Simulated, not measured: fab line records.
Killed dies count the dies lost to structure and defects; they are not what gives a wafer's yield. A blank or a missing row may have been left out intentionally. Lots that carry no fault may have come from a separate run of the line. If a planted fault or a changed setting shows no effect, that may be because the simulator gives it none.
Matching of chambers | flow nandHarc | aldMetal-02 running NHARC_A_WL_FILL_ALD_02: 4 sister chambers
The step deposits TiN, target thk 2 nm, pulse time 3 s, ald cycles 100. 8 wafers are shown with their chamber, then 6 later ones without.

## WAFERS, EACH WITH ITS CHAMBER
wafer  | chamber | heaterPowerW (W) | precursorPulseHeightRel
L982.5 | 1       | 1119             | 0.993
L987.2 | 2       | 1055             | 0.993
L987.4 | 1       | 1138             | 1.006
L989.1 | 0       | 910              | 1.000
L989.2 | 3       | 1136             | 1.015
L989.4 | 2       | 1052             | 1.010
L100.2 | 0       | 886              | 1.027
L100.4 | 3       | 1100             | 0.956

## WAFERS WITHOUT THEIR CHAMBER
wafer  | heaterPowerW (W) | precursorPulseHeightRel
L102.1 | 903              | 1.025
L102.3 | 1069             | 1.019
L102.4 | 1149             | 1.008
L997.3 | 1142             | 0.992
L997.4 | 1135             | 0.961
L997.5 | 905              | 1.008

## EACH ONE'S CHAMBER
wafer  | from the rows above     | in truth
L102.1 | 0                       | 0
L102.3 | 2                       | 2
L102.4 | can't be placed: 1 or 3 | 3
L997.3 | can't be placed: 1 or 3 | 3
L997.4 | can't be placed: 3 or 1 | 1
L997.5 | 0                       | 0
Correctly placed: 3 of 6. These rows do not allow placing 3 (true chamber among the candidates in 3). Wrongly placed: 0.
How it was worked out, from the rows above alone: a wafer's distance from a chamber is the root of the sum, over the readings, of the square of ((its reading less the chamber's mean) divided by the reading's scatter). The wafer belongs to the nearest chamber; if the next one is less than 2 further off, it can't be placed. A chamber's mean is the mean of its shown wafers. The scatter: take each reading less its chamber's mean, square it, sum over the shown wafers, divide by the number of wafers less the number of chambers, and take the root.
